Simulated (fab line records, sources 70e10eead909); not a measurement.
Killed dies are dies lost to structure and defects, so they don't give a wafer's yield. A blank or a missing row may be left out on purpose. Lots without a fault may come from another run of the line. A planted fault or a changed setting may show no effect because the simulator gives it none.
fab line records | flow nand_harc
record lots=11 wafers=33 last_day=31
route steps=1302 shown A_BLC@1117 END@1302
lots that met no fault: from a run of the same line without faults
start_h: hours from the record's first day to the start of the lot's first wafer shown | wait_h: hours since the lot's step before | " the same as in the row above | L1.1+2: a row that stands for several wafers | - no value, or no start given | * or withheld: withheld | < > ~ a bound
route shown NAME@n: a module of which the file shows steps, and the number in the route of the first | usual: mean/standard deviation of fault-free wafers | same: alike in all rows | chamber/n: place in a boat | sites: the reading at each site | _std_site: their standard deviation | _edge_site: outer sites' mean less inner sites' | radius_mm: how far each site lies from the wafer's centre | mask NAME#n: copy n | behind: the tool/chamber that last shaped the wafer | hold: why the lot was held/for how many hours/how that ended | device: the transistor (n, p or np) that didn't switch | end of line: the same wafers' tests at the end of the route | a step without rows: its recipe alone | killed: dies lost to structure and defects at the first sort, not the wafer's yield | map: a wafer's dies, x killed, . not, _ none there
set.NAME: the setting as run; set.NAME@STEP: as run at that earlier step | model.NAME: the simulator's own value behind a step, which no gauge read
steps of the route over a sample of lots; a table a step, a row a wafer
services: from which hour (start_h, from the record's first day; less than 0 if before it) a tool's chamber was out of use, for how many hours, and why
## steps
# step NHARC_A_BLC_CD_MEAS_10
# recipe target_cd_nm=100 landing_energy_ev=500
# usual cd_nm=99.9/0.46
# same landing_energy_ev=500
# columns lot.wafer tool chamber start_h wait_h cd_nm
L530.2 cd_sem-03 0 526.89 - 100.1
L530.3 " 0 " " 100.1
L530.6 " 0 " " 99.4
L531.2 cd_sem-01 0 527.47 - 99.8
L531.4 " 0 " " 100.1
L531.5 " 0 " " 100.4
L532.2 cd_sem-03 0 540.73 - 99.0
L532.5 " 0 " " 99.0
L532.6 " 0 " " 98.8
L537.1 cd_sem-01 0 583.23 - 99.7
L537.3 " 0 " " 100.1
L537.5 " 0 " " 100.4
L536.3 cd_sem-02 0 589.81 - 100.1
L536.5 " 0 " " 99.2
L536.6 " 0 " " 99.8
L538.4 cd_sem-01 0 614.28 - 99.1
L538.5 " 0 " " 99.4
L538.6 " 0 " " 99.1
L541.3 cd_sem-01 0 635.55 - 100.0
L541.4 " 0 " " 99.9
L541.5 " 0 " " 100.5
L540.4 cd_sem-01 0 640.77 - 100.0
L540.5 " 0 " " 99.8
L540.6 " 0 " " 99.7
L545.3 cd_sem-02 0 662.98 - 99.6
L545.5 " 0 " " 100.2
L545.6 " 0 " " 100.0
L547.2 cd_sem-03 0 689.31 - 99.1
L547.3 " 0 " " 101.1
L547.4 " 0 " " 100.3
L548.1 cd_sem-02 0 696.71 - 99.9
L548.2 " 0 " " 100.4
L548.5 " 0 " " 99.9
# step NHARC_A_BLC_DESCUM_15
# recipe time_s=3 o2_flow_sccm=200 ar_flow_sccm=0 bias_power_w=0 chemistry=O2
# usual drypump_motor_current_A=5.57/0.23 mfc_ar_sccm=0.010/0.014 oes_product_au=0.999/0.0088 rf_vpp_V=57.8/0.88 showerhead_plenum_p_Torr=1.93/0.071 throttle_valve_pct=11.311/0.0095
# same bias_power_w=0
# columns lot.wafer tool chamber start_h wait_h drypump_motor_current_A mfc_ar_sccm oes_product_au rf_hours_counter_h rf_vpp_V showerhead_plenum_p_Torr throttle_valve_pct
L530.3 rie_diel-05 0 527.08 0.1 5.65 0 0.993 7 58.9 1.99 11.310
L530.2 " 3 " " 5.40 0 0.990 7 59.0 1.94 11.326
L530.6 " 1 " " 5.44 0.021 1.003 - 56.8 1.91 11.311
L531.4 rie_diel-03 2 527.68 0.1 6.01 0.038 1.012 5 57.3 1.99 11.307
L531.2 " 3 " " 5.58 0 1.012 6 56.7 1.87 11.302
L531.5 " 0 " " 5.65 0 0.997 - 58.6 2.03 11.313
L532.2 rie_diel-03 1 540.91 0.1 5.52 0 1.002 4 58.2 1.83 11.293
L532.5 " 1 " " 5.48 0 1.002 - 58.7 1.83 11.309
L532.6 " 2 " " 5.99 0.038 0.985 - 59.4 1.99 11.323
L537.3 rie_diel-05 1 583.42 0.1 5.39 0.021 0.995 14 58.1 1.91 11.309
L537.1 " 0 " " 5.63 0 0.995 12 58.5 1.99 11.297
L537.5 " 3 " " 5.41 0 0.988 - 58.7 1.93 11.316
L536.3 rie_diel-03 1 589.99 0.1 5.51 0 1.006 8 57.0 1.83 11.322
L536.6 " 1 " " 5.51 0 1.007 - 58.3 1.83 11.304
L536.5 " 2 " " 5.97 0.038 0.994 - 58.4 1.99 11.311
L538.4 rie_diel-03 1 614.48 0.1 5.50 0 1.015 11 56.0 1.83 11.315
L538.6 " 2 " " 5.99 0.038 1.003 - 58.3 1.99 11.317
L538.5 " 3 " " 5.67 0 1.004 - 57.5 1.87 11.316
L541.3 rie_diel-05 0 635.76 0.1 5.66 0 0.988 2 58.9 1.99 11.329
L541.5 " 1 " " 5.40 0.021 0.993 - 56.3 1.91 11.307
L541.4 " 2 " " 5.60 0.028 0.988 - 57.8 2.00 11.305
L540.4 rie_diel-05 2 640.98 0.1 5.59 0.028 0.998 2 57.9 2.00 11.302
L540.5 " 1 " " 5.45 0.021 0.997 - 58.6 1.91 11.296
L540.6 " 2 " " 5.56 0.028 0.991 - 57.6 2.00 11.324
L545.3 rie_diel-01 0 663.17 0.1 5.66 0.011 1.006 38 58.1 1.85 11.301
L545.5 " 3 " " 5.23 0 1.003 - 56.6 1.78 11.303
L545.6 " 0 " " 5.65 0.011 1.001 - 57.5 1.85 11.322
L547.3 rie_diel-05 0 689.50 0.1 5.68 0 0.989 4 58.6 1.99 11.312
L547.2 " 1 " " 5.39 0.021 0.995 5 58.2 1.91 11.323
L547.4 " 2 " " 5.59 0.028 1.004 5 58.0 2.00 11.325
L548.1 rie_diel-05 0 696.90 0.1 5.63 0 0.989 5 57.6 1.99 11.309
L548.2 " 2 " " 5.55 0.028 1.003 6 58.9 2.00 11.312
L548.5 " 0 " " 5.64 0 0.993 - 58.0 1.99 11.301
# step NHARC_A_BLC_STRIP_29
# recipe cf4_flow_sccm=150 ar_flow_sccm=0 bias_w=0 chemistry=CF4
# usual drypump_motor_current_A=5.55/0.25 mfc_ar_sccm=0.011/0.013 oes_product_au=0.999/0.0077 rf_vpp_V=59.4/0.77 showerhead_plenum_p_Torr=1.78/0.06 throttle_valve_pct=13.283/0.0086
# columns lot.wafer tool chamber start_h wait_h drypump_motor_current_A mfc_ar_sccm oes_product_au rf_hours_counter_h rf_vpp_V showerhead_plenum_p_Torr throttle_valve_pct
L530.3 rie_diel-01 1 528.13 0.1 4.80 0.009 0.991 45 59.2 1.80 13.275
L530.2 " 3 " " 5.27 0 1.008 43 59.1 1.67 13.290
L530.6 " 1 " " 4.81 0.009 1.000 - 59.7 1.80 13.296
L531.2 rie_diel-05 2 528.71 0.1 5.57 0.028 1.004 8 59.5 1.84 13.295
L531.4 " 3 " " 5.42 0 0.989 7 60.3 1.79 13.274
L531.5 " 1 " " 5.42 0.021 0.995 - 60.7 1.77 13.281
L532.2 rie_diel-05 0 541.95 0.1 5.62 0 1.001 9 58.3 1.83 13.264
L532.6 " 0 " " 5.66 0 0.993 - 58.1 1.83 13.295
L532.5 " 3 " " 5.41 0 1.002 - 59.2 1.79 13.282
L537.1 rie_diel-03 1 584.65 0.1 5.53 0 1.010 8 56.8 1.70 13.292
L537.3 " 2 " " 5.98 0.038 0.986 11 59.1 1.83 13.279
L537.5 " 2 " " 6.00 0.038 0.981 - 59.8 1.83 13.280
L536.3 rie_diel-01 2 591.06 0.1 5.91 0.004 1.005 11 59.6 1.66 13.291
L536.6 " 0 " " 5.64 0.011 0.997 - 59.6 1.72 13.269
L536.5 " 1 " " 4.81 0.009 0.998 - 58.2 1.79 13.284
L538.4 rie_diel-05 3 615.53 0.1 5.40 0 1.005 1 58.9 1.79 13.289
L538.6 " 0 " " 5.65 0 0.996 - 59.7 1.83 13.291
L538.5 " 1 " " 5.35 0.021 0.995 - 58.6 1.77 13.288
L541.3 rie_diel-05 1 636.98 0.1 5.40 0.021 0.998 2 59.3 1.77 13.291
L541.4 " 0 " " 5.66 0 0.988 - 59.7 1.83 13.294
L541.5 " 1 " " 5.42 0.021 0.999 - 59.1 1.77 13.286
L540.4 rie_diel-05 3 642.49 0.1 5.41 0 1.000 2 58.7 1.79 13.282
L540.6 " 0 " " 5.65 0 0.990 - 59.8 1.83 13.298
L540.5 " 1 " " 5.43 0.021 0.993 - 59.6 1.77 13.288
L545.3 rie_diel-03 1 664.22 0.1 5.50 0 1.000 1 59.1 1.69 13.282
L545.6 " 3 " " 5.62 0 1.013 - 59.0 1.73 13.277
L545.5 " 0 " " 5.64 0 0.987 - 60.2 1.86 13.290
L547.2 rie_diel-03 2 690.53 0.1 5.96 0.038 1.008 4 58.7 1.83 13.289
L547.3 " 0 " " 5.64 0 0.989 2 59.3 1.86 13.293
L547.4 " 1 " " 5.53 0 0.994 3 60.0 1.69 13.283
L548.1 rie_diel-05 0 697.95 0.1 5.64 0 1.010 6 59.2 1.83 13.282
L548.2 " 3 " " 5.39 0 0.999 6 59.2 1.78 13.277
L548.5 " 1 " " 5.43 0.021 0.993 - 59.1 1.76 13.282
# step NHARC_A_BLC_CVD_24
# recipe target_thk_a=1500 temp_c=300 pressure_torr=40 wf6_flow_sccm=40 h2_flow_sccm=1600 ar_flow_sccm=1560 time_s=434 material=W
# usual chamber_pressure_Torr=39.99/0.1 heater_power_outer_w=266/12 heater_power_w=475/25 mfc_ar_sccm=1561/5.2 throttle_valve_pct=8.0/0.36
# columns lot.wafer tool chamber start_h wait_h chamber_pressure_Torr heater_power_outer_w heater_power_w mfc_ar_sccm throttle_valve_pct
L530.2 cvd_w-01 0 529.09 - 39.90 272 483 1568 8.5
L530.3 " 1 " " 39.84 283 496 1557 8.0
L530.6 " 1 " " 39.99 279 503 1557 7.5
L531.2 cvd_w-02 1 529.68 - 40.08 260 441 1555 8.0
L531.4 " 1 " " 39.88 256 447 1569 7.7
L531.5 " 0 " " 40.09 261 479 1565 8.0
L532.2 cvd_w-01 0 542.99 - 40.03 270 468 1571 8.7
L532.6 " 0 " " 40.05 272 473 1554 8.6
L532.5 " 1 " " 39.98 290 510 1552 7.6
L537.1 cvd_w-01 1 585.75 - 39.92 272 481 1553 7.7
L537.3 " 0 " " 40.03 262 492 1554 8.5
L537.5 " 1 " " 39.86 278 486 1555 7.8
L536.3 cvd_w-02 1 592.16 - 40.05 259 449 1560 7.5
L536.6 " 1 " " 40.15 262 449 1554 7.8
L536.5 " 0 " " 39.92 262 473 1558 7.7
L538.4 cvd_w-02 0 616.92 - 40.12 266 464 1565 7.7
L538.5 " 0 " " 40.20 263 485 1565 8.0
L538.6 " 0 " " 40.05 264 476 1563 7.8
L541.4 cvd_w-01 1 638.80 - 40.02 283 495 1557 7.7
L541.3 " 0 " " 39.84 280 492 1547 8.6
L541.5 " 0 " " 39.89 271 499 1556 8.4
L540.4 cvd_w-01 1 643.63 - 40.01 274 492 1561 7.7
L540.6 " 1 " " 40.03 275 485 1561 7.8
L540.5 " 0 " " 40.17 275 482 1563 8.2
L545.3 cvd_w-02 0 665.31 - - - - - -
L545.6 " 0 " " - - - - -
L545.5 " 1 " " - - - - -
L547.2 cvd_w-02 1 691.58 - - - - - -
L547.3 " 0 " " - - - - -
L547.4 " 1 " " - - - - -
L548.1 cvd_w-01 0 698.92 - - - - - -
L548.2 " 1 " " - - - - -
L548.5 " 1 " " - - - - -
# step NHARC_A_BLC_CMP_25
# recipe t_overpolish_s=30 target_thk_nm=150
# usual edge_zone_pressure_frac=0.999/0.0049 motor_current_A=12.0/1.5 overpolish_run_s=29.999/0.0085 slurry_filter_dp_kPa=13.50/0.13 time_to_endpoint_s=29.6/2
# columns lot.wafer tool chamber start_h wait_h edge_zone_pressure_frac motor_current_A overpolish_run_s slurry_filter_dp_kPa time_to_endpoint_s
L530.3 cmp-01 1 529.62 0.2 1.004 10.5 30.003 13.67 28.7
L530.2 " 0 " " 1.011 10.5 30.001 13.35 29.9
L530.6 " 1 " " 0.999 10.4 29.995 13.28 28.8
L531.2 cmp-04 0 530.22 0.5 0.994 13.7 30.013 13.79 31.6
L531.4 " 2 " " 1.001 14.2 29.991 13.53 29.6
L531.5 " 0 " " 0.993 13.1 29.994 13.27 30.1
L532.2 cmp-01 0 543.56 0.5 1.000 9.9 29.993 13.61 26.7
L532.6 " 2 " " 0.992 11.7 29.992 13.26 28.6
L532.5 " 3 " " 0.995 10.4 29.996 13.39 29.2
L537.1 cmp-02 3 586.21 0.4 1.001 13.4 29.992 13.35 29.5
L537.3 " 2 " " 1.001 10.5 30.000 13.40 27.6
L537.5 " 3 " " 1.008 12.8 29.996 13.64 32.3
L536.3 cmp-04 2 592.54 0.3 1.005 14.4 29.996 13.54 31.7
L536.5 " 2 " " 0.997 15.3 30.010 13.43 29.3
L536.6 " 3 " " 1.000 11.5 29.991 13.38 33.0
L538.4 cmp-01 2 617.50 0.4 0.998 11.3 29.988 13.66 29.0
L538.6 " 0 " " 0.998 10.3 30.012 13.41 28.7
L538.5 " 1 " " 1.000 10.5 29.990 13.59 30.3
L541.4 cmp-02 1 639.18 0.3 0.996 12.6 29.992 13.61 27.7
L541.3 " 2 " " 1.001 11.0 29.984 13.36 26.9
L541.5 " 1 " " 0.997 12.4 30.011 13.40 27.4
L540.4 cmp-01 3 644.04 0.3 0.996 10.3 30.006 13.49 29.6
L540.6 " 3 " " 0.987 10.5 30.005 13.23 25.1
L540.5 " 0 " " 1.002 9.7 30.000 13.37 27.3
L545.3 cmp-01 0 665.75 0.4 0.993 9.8 29.993 13.65 0.1
L545.5 " 2 " " 1.001 12.0 30.003 13.50 0.5
L545.6 " 3 " " 0.993 10.2 30.014 13.36 1.8
L547.2 cmp-04 2 692.03 0.4 1.000 15.4 29.999 13.60 0.8
L547.3 " 3 " " 1.003 12.1 30.008 13.67 4.1
L547.4 " 1 " " 0.992 12.6 30.012 13.44 0.5
L548.1 cmp-02 1 699.45 0.5 1.003 12.8 30.005 13.65 0.0
L548.2 " 3 " " 1.000 14.1 30.004 13.50 0.0
L548.5 " 2 " " 1.005 10.6 30.013 13.46 0.0
# step NHARC_END_SORT_01
# recipe temp_c=25
# usual killed_at_array=59/17 killed_at_other=0.7/0.9 killed_at_periphery=3.6/2.3 killed_dies=63/18 killed_open=3.4/1.9 killed_short=2.6/1.7
# same gross_dies=677
# columns lot.wafer tool chamber start_h wait_h killed_at_array killed_at_other killed_at_periphery killed_dies killed_open killed_short
L532.2 prober-02 0 585.93 2.8 60 1 1 62 6 3
L532.5 prober-02 0 588.30 3.7 58 0 1 59 2 6
L532.6 prober-02 0 589.09 4.0 42 0 1 43 2 1
L545.3 prober-01 0 706.12 3.1 674 0 3 677 5 2
L545.5 prober-01 0 707.72 3.7 675 0 2 677 0 1
L545.6 prober-01 0 708.51 4.0 674 1 2 677 4 1
L547.2 prober-02 0 734.09 2.8 671 0 6 677 4 4
L547.3 prober-02 0 734.90 3.1 674 0 3 677 1 4
L547.4 prober-02 0 735.70 3.4 672 1 4 677 1 3
L548.1 prober-01 0 752.21 2.5 674 1 2 677 3 3
L548.2 prober-01 0 753.01 2.8 675 0 2 677 2 1
L548.5 prober-01 0 755.40 3.7 673 2 2 677 6 6
# killed by level:class
L532.2 A_SLIT:chamber_film_flake=33 A_CHANNEL_HOLE_D2:chamber_film_flake=12 A_CHANNEL_HOLE_D1:chamber_film_flake=3 A_STAIRCASE:chamber_film_flake=3 A_ONON_D2:geometric_particle:open=2 P_CONTACT:geometric_particle:open=1 A_SOURCE_PLATE:geometric_particle:open=1 A_SOURCE_PLATE:geometric_particle:short=1
L532.5 A_SLIT:chamber_film_flake=31 A_CHANNEL_HOLE_D2:chamber_film_flake=15 A_CONTACT:chamber_film_flake=3 A_ONON_D2:geometric_particle:short=2 A_STAIRCASE:chamber_film_flake=2 P_M0:geometric_particle:short=1 A_CHANNEL_FILL_D2:geometric_particle:short=1 A_WL_FILL:geometric_particle:short=1
L532.6 A_SLIT:chamber_film_flake=20 A_CHANNEL_HOLE_D2:chamber_film_flake=14 A_CHANNEL_HOLE_D1:chamber_film_flake=3 P_GATE:geometric_particle:open=1 A_ONON_D2:geometric_particle:open=1 A_M0:geometric_particle:short=1 A_DECK1_JOINT:chamber_film_flake=1 A_STAIRCASE:chamber_film_flake=1
L545.3 A_BLC:area_cvd=613 A_CHANNEL_HOLE_D2:chamber_film_flake=29 A_CHANNEL_HOLE_D1:chamber_film_flake=8 A_CONTACT:chamber_film_flake=5 A_WL_FILL:chamber_film_flake=4 A_STAIRCASE:chamber_film_flake=3 A_SLIT:chamber_film_flake=3 P_ZERO_WELL:chamber_film_flake=2
L545.5 A_BLC:area_cvd=631 A_CHANNEL_HOLE_D2:chamber_film_flake=20 A_CHANNEL_HOLE_D1:chamber_film_flake=7 A_CONTACT:chamber_film_flake=7 A_DECK1_JOINT:chamber_film_flake=4 A_SLIT:chamber_film_flake=2 A_CHANNEL_FILL_D2:geometric_particle:short=1 P_STI:chamber_film_flake=1
L545.6 A_BLC:area_cvd=629 A_CHANNEL_HOLE_D2:chamber_film_flake=18 A_CONTACT:chamber_film_flake=7 A_CHANNEL_HOLE_D1:chamber_film_flake=5 A_WL_FILL:chamber_film_flake=5 A_SLIT:chamber_film_flake=4 P_CONTACT:geometric_particle:open=1 A_CHANNEL_FILL_D1:geometric_particle:open=1
L547.2 A_BLC:area_cvd=577 A_CHANNEL_HOLE_D1:chamber_film_flake=35 A_SLIT:chamber_film_flake=34 A_CONTACT:chamber_film_flake=11 A_WL_FILL:chamber_film_flake=4 P_CONTACT:geometric_particle:open=2 A_DECK1_JOINT:geometric_particle:open=2 P_GATE:chamber_film_flake=2
L547.3 A_BLC:area_cvd=600 A_CHANNEL_HOLE_D1:chamber_film_flake=30 A_SLIT:chamber_film_flake=18 A_CONTACT:chamber_film_flake=12 A_DECK1_JOINT:chamber_film_flake=5 A_WL_FILL:chamber_film_flake=3 P_GATE:geometric_particle:open=1 A_CHANNEL_FILL_D1:geometric_particle:short=1
L547.4 A_BLC:area_cvd=590 A_SLIT:chamber_film_flake=34 A_CHANNEL_HOLE_D1:chamber_film_flake=28 A_CONTACT:chamber_film_flake=12 P_GATE:chamber_film_flake=2 A_DECK1_JOINT:chamber_film_flake=2 A_WL_FILL:chamber_film_flake=2 A_CHANNEL_FILL_D2:geometric_particle:short=1
L548.1 A_BLC:area_cvd=627 A_CHANNEL_HOLE_D1:chamber_film_flake=29 A_CONTACT:chamber_film_flake=4 A_SLIT:chamber_film_flake=3 A_CHANNEL_FILL_D1:chamber_film_flake=2 A_STAIRCASE:chamber_film_flake=2 A_SGD_CUT:chamber_film_flake=2 P_GATE:geometric_particle:open=1
L548.2 A_BLC:area_cvd=636 A_CHANNEL_HOLE_D1:chamber_film_flake=24 A_SLIT:chamber_film_flake=6 A_CONTACT:chamber_film_flake=5 A_CHANNEL_FILL_D1:chamber_film_flake=2 P_GATE:geometric_particle:short=1 P_CONTACT:geometric_particle:open=1 A_CHANNEL_FILL_D2:geometric_particle:open=1
L548.5 A_BLC:area_cvd=617 A_CHANNEL_HOLE_D1:chamber_film_flake=36 A_CONTACT:chamber_film_flake=4 A_SLIT:chamber_film_flake=3 A_ONON_D2:geometric_particle:short=2 A_CHANNEL_FILL_D2:geometric_particle:open=2 THIN_TSV:chamber_film_flake=2 P_CONTACT:geometric_particle:open=1
## services
# columns tool chamber start_h hours kind
cmp-04 - 503.18 4.0 pm
rie_diel-03 2 513.03 1.7 repair
cmp-02 - 518.75 0.4 repair
cvd_w-02 - 520.79 1.6 repair
cmp-02 - 526.58 4.0 pm
rie_diel-01 0 534.48 5.9 repair
rie_diel-05 2 540.92 19.4 repair
cvd_w-01 - 547.39 13.0 pm
rie_diel-01 3 553.19 17.0 repair
rie_diel-01 - 558.35 9.0 pm
cmp-04 - 568.24 1.0 repair
rie_diel-05 0 571.34 4.4 repair
rie_diel-05 2 576.37 7.3 repair
cmp-01 - 577.78 4.0 pm
rie_diel-03 3 578.82 7.4 repair
rie_diel-05 - 583.60 9.0 pm
cvd_w-02 1 609.55 11.4 repair
cvd_w-01 0 623.46 3.2 repair
rie_diel-05 3 628.01 9.5 repair
cvd_w-02 - 633.21 13.0 pm
rie_diel-03 - 635.32 9.0 pm
cvd_w-01 - 664.60 6.0 repair
rie_diel-05 0 664.91 12.7 repair
cmp-01 - 675.78 4.0 pm
## key
first_sign step=NHARC_A_BLC_CVD_24 reading=tool_record direction=missing
effect step=NHARC_A_BLC_CMP_25 reading=time_to_endpoint_s direction=down sigmas=14 usual=* struck=*
effect step=NHARC_END_SORT_01 reading=killed_at_array direction=up sigmas=36 usual=59 struck=674
more_kills_born_at NHARC_A_BLC_CVD_24@cvd_w-02=3640 NHARC_A_BLC_CVD_24@cvd_w-01=1880
met_at NHARC_A_BLC_CVD_24
struck_lots L545,L547,L548
later_rows_left_out L545.3,L545.5,L545.6,L547.2,L547.3,L547.4,L548.1,L548.2,L548.5
tester_left_out L545,L547,L548
not_acting_at NHARC_A_BLC_CD_MEAS_10,NHARC_A_BLC_DESCUM_15,NHARC_A_BLC_STRIP_29
onset_between 643.63 665.31
fault kind=skipped_step_whole tool=cvd_w-01,cvd_w-02 chamber=- onset_h=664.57 steps=NHARC_A_BLC_CVD_24 scope=struck_lots_only
# tester_left_out: of these lots the tester's yield and bins aren't shown, on N5 and GAA mostly nor the transistor test; their killed dies are dies lost to structure and defects alone, not to doping, threshold or leakage, so they don't give the yield
# later_rows_left_out: the simulator's readings of these wafers behind a module that went badly wrong aren't trusted and aren't shown, but for the sort
